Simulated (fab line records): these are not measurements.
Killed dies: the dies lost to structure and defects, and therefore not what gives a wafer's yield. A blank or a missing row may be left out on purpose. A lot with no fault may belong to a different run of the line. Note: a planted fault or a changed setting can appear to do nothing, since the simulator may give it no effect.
Chamber matching / flow nandHarc / NHARC_A_STAIRCASE_TRIM_20 on rieDiel-12: 4 sister chambers
The step chemistry O2, time 211.2 s. 16 wafers are shown with their chamber, then 8 later ones without.

== WAFERS, EACH WITH ITS CHAMBER ==
wafer=L074.1; chamber=0; showerheadPlenumPTorr (Torr)=3.63; o2FlowSccm (sccm)=502.9; oesProductAu (a.u.)=0.971
wafer=L074.3; chamber=1; showerheadPlenumPTorr (Torr)=3.42; o2FlowSccm (sccm)=498.1; oesProductAu (a.u.)=0.994
wafer=L074.5; chamber=1; showerheadPlenumPTorr (Torr)=3.42; o2FlowSccm (sccm)=497.6; oesProductAu (a.u.)=0.985
wafer=L078.1; chamber=1; showerheadPlenumPTorr (Torr)=3.41; o2FlowSccm (sccm)=498.3; oesProductAu (a.u.)=0.990
wafer=L078.4; chamber=3; showerheadPlenumPTorr (Torr)=3.60; o2FlowSccm (sccm)=499.4; oesProductAu (a.u.)=1.006
wafer=L078.6; chamber=2; showerheadPlenumPTorr (Torr)=3.70; o2FlowSccm (sccm)=501.4; oesProductAu (a.u.)=0.990
wafer=L079.3; chamber=1; showerheadPlenumPTorr (Torr)=3.41; o2FlowSccm (sccm)=500.9; oesProductAu (a.u.)=0.997
wafer=L079.4; chamber=3; showerheadPlenumPTorr (Torr)=3.60; o2FlowSccm (sccm)=500.1; oesProductAu (a.u.)=1.011
wafer=L079.6; chamber=1; showerheadPlenumPTorr (Torr)=3.41; o2FlowSccm (sccm)=502.8; oesProductAu (a.u.)=1.000
wafer=L085.2; chamber=0; showerheadPlenumPTorr (Torr)=3.61; o2FlowSccm (sccm)=502.8; oesProductAu (a.u.)=0.987
wafer=L085.3; chamber=3; showerheadPlenumPTorr (Torr)=3.59; o2FlowSccm (sccm)=501.7; oesProductAu (a.u.)=1.010
wafer=L085.6; chamber=1; showerheadPlenumPTorr (Torr)=3.40; o2FlowSccm (sccm)=498.8; oesProductAu (a.u.)=0.999
wafer=L083.4; chamber=1; showerheadPlenumPTorr (Torr)=3.40; o2FlowSccm (sccm)=499.3; oesProductAu (a.u.)=0.994
wafer=L083.5; chamber=3; showerheadPlenumPTorr (Torr)=3.59; o2FlowSccm (sccm)=498.5; oesProductAu (a.u.)=0.989
wafer=L083.6; chamber=2; showerheadPlenumPTorr (Torr)=3.69; o2FlowSccm (sccm)=501.1; oesProductAu (a.u.)=0.979
wafer=L090.4; chamber=2; showerheadPlenumPTorr (Torr)=3.69; o2FlowSccm (sccm)=501.4; oesProductAu (a.u.)=0.981

SIGNATURES (means of the wafers above)
reading=showerheadPlenumPTorr; chamber 0=3.6200; chamber 1=3.4100; chamber 2=3.6933; chamber 3=3.5950; scatter within a chamber=0.00799
reading=o2FlowSccm; chamber 0=502.850; chamber 1=499.400; chamber 2=501.300; chamber 3=499.925; scatter within a chamber=1.47
reading=oesProductAu; chamber 0=0.97900; chamber 1=0.99414; chamber 2=0.98333; chamber 3=1.00400; scatter within a chamber=0.00751
Rule: for each reading, subtract the chamber's mean from the wafer's reading, divide by that reading's scatter and square the result; add these up over the readings and take the root, which gives the wafer's distance from the chamber. The wafer belongs to the nearest chamber; if the next one is less than 2 further off, it can't be placed. The scatter: take each reading less its chamber's mean, square it, sum over the shown wafers, divide by the number of wafers less the number of chambers, and take the root.

== WAFERS WITHOUT THEIR CHAMBER ==
wafer=L090.5; showerheadPlenumPTorr (Torr)=3.39; o2FlowSccm (sccm)=499.6; oesProductAu (a.u.)=1.012
wafer=L090.6; showerheadPlenumPTorr (Torr)=3.60; o2FlowSccm (sccm)=500.9; oesProductAu (a.u.)=0.990
wafer=L091.2; showerheadPlenumPTorr (Torr)=3.60; o2FlowSccm (sccm)=498.4; oesProductAu (a.u.)=0.983
wafer=L091.4; showerheadPlenumPTorr (Torr)=3.58; o2FlowSccm (sccm)=500.8; oesProductAu (a.u.)=0.988
wafer=L091.5; showerheadPlenumPTorr (Torr)=3.39; o2FlowSccm (sccm)=499.1; oesProductAu (a.u.)=0.999
wafer=L096.1; showerheadPlenumPTorr (Torr)=3.39; o2FlowSccm (sccm)=500.6; oesProductAu (a.u.)=0.997
wafer=L096.4; showerheadPlenumPTorr (Torr)=3.59; o2FlowSccm (sccm)=499.9; oesProductAu (a.u.)=0.973
wafer=L096.6; showerheadPlenumPTorr (Torr)=3.59; o2FlowSccm (sccm)=499.1; oesProductAu (a.u.)=0.976

== WHICH CHAMBER EACH ONE RAN IN ==
wafer=L090.5; from the rows above=1; in truth=1
wafer=L090.6; from the rows above=can't be placed: 3 or 0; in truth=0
wafer=L091.2; from the rows above=can't be placed: 3 or 0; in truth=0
wafer=L091.4; from the rows above=3; in truth=3
wafer=L091.5; from the rows above=1; in truth=1
wafer=L096.1; from the rows above=1; in truth=1
wafer=L096.4; from the rows above=can't be placed: 3 or 0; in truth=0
wafer=L096.6; from the rows above=can't be placed: 3 or 0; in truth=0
Correct placement for 4 of the 8. These rows do not allow placing 4 (true chamber among the candidates in 4). Number placed wrongly: 0.
